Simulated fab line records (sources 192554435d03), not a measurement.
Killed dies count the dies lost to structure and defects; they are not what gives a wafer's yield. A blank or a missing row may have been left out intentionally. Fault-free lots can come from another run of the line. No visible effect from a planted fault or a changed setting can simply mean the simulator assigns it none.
Which of the tools did it?	flow n5_finfet	12 lots, 36 wafers sampled, at 4 steps of a route of 1938

WHAT THE GAUGES SHOWED, per wafer
N5_BEOL_M3_CD_MEAS_11 targets a cd of 17.05 nm.
lot	measured	on	cd_nm (nm)
L075	day 7 04:09	cd_sem-03	16.57 16.51 16.45
L076	day 7 14:30	cd_sem-01	16.88 16.79 17.39
L080	day 8 03:39	cd_sem-02	16.92 17.36 17.60
L081	day 8 18:50	cd_sem-01	16.81 17.22 17.07
L083	day 9 12:42	cd_sem-03	17.23 17.31 17.02
L084	day 9 15:49	cd_sem-02	16.81 16.88 16.87
L087	day 10 06:04	cd_sem-01	17.26 17.15 16.92
L088	day 10 12:33	cd_sem-03	17.15 16.87 17.03
L091	day 11 07:46	cd_sem-02	17.01 16.60 16.65
L093	day 11 22:22	cd_sem-02	17.14 16.92 16.98
L096	day 12 12:09	cd_sem-01	16.63 16.60 16.67
L097	day 12 18:13	cd_sem-03	17.22 17.36 17.41

WHAT TOOL EACH LOT RAN ON (gives the tool, then ch and the chambers of the sampled wafers, and finally the start)
lot	N5_BEOL_M2_SPUTTER_48	N5_BEOL_M2_SPUTTER_96	N5_BEOL_M2_ANNEAL_51
L075	pvd_sputter-02, day 6 23:54	pvd_sputter-02, day 7 01:40	rtp_anneal-01 ch 0, day 7 01:54
L076	pvd_sputter-03, day 7 08:41	pvd_sputter-03, day 7 10:26	rtp_anneal-02 ch 0, day 7 10:41
L080	pvd_sputter-01, day 7 23:50	pvd_sputter-01, day 8 01:35	rtp_anneal-01 ch 0, day 8 01:47
L081	pvd_sputter-01, day 8 12:58	pvd_sputter-01, day 8 14:43	rtp_anneal-02 ch 0, day 8 14:58
L083	pvd_sputter-01, day 9 07:42	pvd_sputter-01, day 9 09:28	rtp_anneal-01 ch 0, day 9 09:49
L084	pvd_sputter-03, day 9 10:51	pvd_sputter-03, day 9 12:37	rtp_anneal-01 ch 0, day 9 12:52
L087	pvd_sputter-01, day 10 01:47	pvd_sputter-01, day 10 03:33	rtp_anneal-02 ch 0, day 10 03:44
L088	pvd_sputter-02, day 10 07:27	pvd_sputter-02, day 10 09:13	rtp_anneal-02 ch 0, day 10 09:45
L091	pvd_sputter-02, day 11 00:41	pvd_sputter-02, day 11 04:09	rtp_anneal-01 ch 0, day 11 04:29
L093	pvd_sputter-03, day 11 18:04	pvd_sputter-03, day 11 19:49	rtp_anneal-02 ch 0, day 11 20:16
L096	pvd_sputter-03, day 12 06:24	pvd_sputter-03, day 12 08:10	rtp_anneal-01 ch 0, day 12 08:27
L097	pvd_sputter-01, day 12 13:01	pvd_sputter-01, day 12 14:46	rtp_anneal-02 ch 0, day 12 15:00
- N5_BEOL_M2_SPUTTER_48: material Cu, target thk 4.5 nm, time 8.29 s.
- N5_BEOL_M2_SPUTTER_96: material Cu, target thk 4.5 nm, time 8.29 s.
- N5_BEOL_M2_ANNEAL_51: time 90 s.

THE ANSWER, worked out from the rows above alone
Rule: the usual values come from the lots themselves. The widest of any qualifying gaps counts: lots, ordered by their means at a reading, are off when they make up no more than a third of the lots, leave a main group of 4 or more, and stand apart from it by 3 or more times the standard deviation of that group's means. A main group whose means are all the same, to the digits that the tables above print for the reading, isn't used. A lot without any number at a reading at which 4 lots or more have one is off too. Any other lot the step has rows for is counted as sound.
None of the lots is off at any reading shown; this tells nothing.

WHAT THE SIMULATOR PUT IN
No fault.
